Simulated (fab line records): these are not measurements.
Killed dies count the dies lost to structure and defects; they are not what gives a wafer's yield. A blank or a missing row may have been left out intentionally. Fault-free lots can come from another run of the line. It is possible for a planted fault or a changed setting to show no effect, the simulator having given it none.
Matching of chambers :: flow n5 finfet :: N5_BEOL_M0_SAQP_MANDREL2_REMOVE_110 on rie si-02: 4 sister chambers
The step chemistry HBr/Cl2/O2, target a-Si, stops on SiCN, bt time 10 s. 16 wafers are shown with their chamber, then 8 later ones without.

== WAFERS, EACH WITH ITS CHAMBER ==
wafer: L076.2
chamber: 0
throttle valve pct (%): 36.87
he backside leak sccm (sccm): 2.7
oes_o_777_au (a.u.): 0.963

wafer: L076.4
chamber: 3
throttle valve pct (%): 36.22
he backside leak sccm (sccm): 2.7
oes_o_777_au (a.u.): 0.979

wafer: L076.5
chamber: 0
throttle valve pct (%): 36.87
he backside leak sccm (sccm): 2.8
oes_o_777_au (a.u.): 0.957

wafer: L077.1
chamber: 0
throttle valve pct (%): 36.85
he backside leak sccm (sccm): 2.7
oes_o_777_au (a.u.): 0.958

wafer: L077.2
chamber: 3
throttle valve pct (%): 36.24
he backside leak sccm (sccm): 2.9
oes_o_777_au (a.u.): 0.976

wafer: L077.6
chamber: 1
throttle valve pct (%): 36.58
he backside leak sccm (sccm): 3.9
oes_o_777_au (a.u.): 0.953

wafer: L081.3
chamber: 0
throttle valve pct (%): 36.89
he backside leak sccm (sccm): 2.7
oes_o_777_au (a.u.): 0.969

wafer: L081.5
chamber: 2
throttle valve pct (%): 36.71
he backside leak sccm (sccm): 2.6
oes_o_777_au (a.u.): 0.969

wafer: L081.6
chamber: 3
throttle valve pct (%): 36.26
he backside leak sccm (sccm): 2.6
oes_o_777_au (a.u.): 0.984

wafer: L083.3
chamber: 0
throttle valve pct (%): 36.88
he backside leak sccm (sccm): 2.7
oes_o_777_au (a.u.): 0.963

wafer: L083.4
chamber: 2
throttle valve pct (%): 36.72
he backside leak sccm (sccm): 2.7
oes_o_777_au (a.u.): 0.977

wafer: L083.5
chamber: 1
throttle valve pct (%): 36.61
he backside leak sccm (sccm): 3.9
oes_o_777_au (a.u.): 0.953

wafer: L085.3
chamber: 3
throttle valve pct (%): 36.25
he backside leak sccm (sccm): 2.9
oes_o_777_au (a.u.): 0.982

wafer: L085.4
chamber: 2
throttle valve pct (%): 36.71
he backside leak sccm (sccm): 2.6
oes_o_777_au (a.u.): 0.971

wafer: L085.5
chamber: 2
throttle valve pct (%): 36.72
he backside leak sccm (sccm): 2.6
oes_o_777_au (a.u.): 0.971

wafer: L087.1
chamber: 0
throttle valve pct (%): 36.87
he backside leak sccm (sccm): 2.8
oes_o_777_au (a.u.): 0.955

SIGNATURES (means of the wafers above)
reading: throttle valve pct
chamber 0: 36.8717
chamber 1: 36.5950
chamber 2: 36.7150
chamber 3: 36.2425
scatter within a chamber: 0.0139

reading: he backside leak sccm
chamber 0: 2.733
chamber 1: 3.900
chamber 2: 2.625
chamber 3: 2.775
scatter within a chamber: 0.0858

reading: oes_o_777_au
chamber 0: 0.96083
chamber 1: 0.95300
chamber 2: 0.97200
chamber 3: 0.98025
scatter within a chamber: 0.00414
Rule: for a wafer and a chamber, the distance is found by dividing, reading by reading, the gap between the wafer's reading and the chamber's mean by the reading's scatter, squaring, summing and taking the root. The wafer belongs to the nearest chamber; if the next one is less than 2 further off, it can't be placed. How the scatter is found: for the shown wafers, subtract from each reading the mean of its chamber, square and add these, divide the total by (wafers less chambers), then take the root.

== WAFERS WITHOUT THEIR CHAMBER ==
wafer: L087.2
throttle valve pct (%): 36.71
he backside leak sccm (sccm): 2.6
oes_o_777_au (a.u.): 0.970

wafer: L087.3
throttle valve pct (%): 36.25
he backside leak sccm (sccm): 2.5
oes_o_777_au (a.u.): 0.984

wafer: L091.1
throttle valve pct (%): 36.86
he backside leak sccm (sccm): 2.7
oes_o_777_au (a.u.): 0.963

wafer: L091.2
throttle valve pct (%): 36.25
he backside leak sccm (sccm): 2.6
oes_o_777_au (a.u.): 0.984

wafer: L091.3
throttle valve pct (%): 36.71
he backside leak sccm (sccm): 2.7
oes_o_777_au (a.u.): 0.971

wafer: L092.2
throttle valve pct (%): 36.61
he backside leak sccm (sccm): 3.7
oes_o_777_au (a.u.): 0.951

wafer: L092.4
throttle valve pct (%): 36.71
he backside leak sccm (sccm): 2.8
oes_o_777_au (a.u.): 0.971

wafer: L092.6
throttle valve pct (%): 36.73
he backside leak sccm (sccm): 4.0
oes_o_777_au (a.u.): 0.973

== WHICH CHAMBER EACH WENT THROUGH ==
wafer: L087.2
from the rows above: 2
in truth: 2

wafer: L087.3
from the rows above: 3
in truth: 3

wafer: L091.1
from the rows above: 0
in truth: 0

wafer: L091.2
from the rows above: 3
in truth: 3

wafer: L091.3
from the rows above: 2
in truth: 2

wafer: L092.2
from the rows above: 1
in truth: 1

wafer: L092.4
from the rows above: 2
in truth: 2

wafer: L092.6
from the rows above: 1
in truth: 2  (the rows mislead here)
7 of 8 placed correctly. Not placeable from these rows: 0. Number placed wrongly: 1.
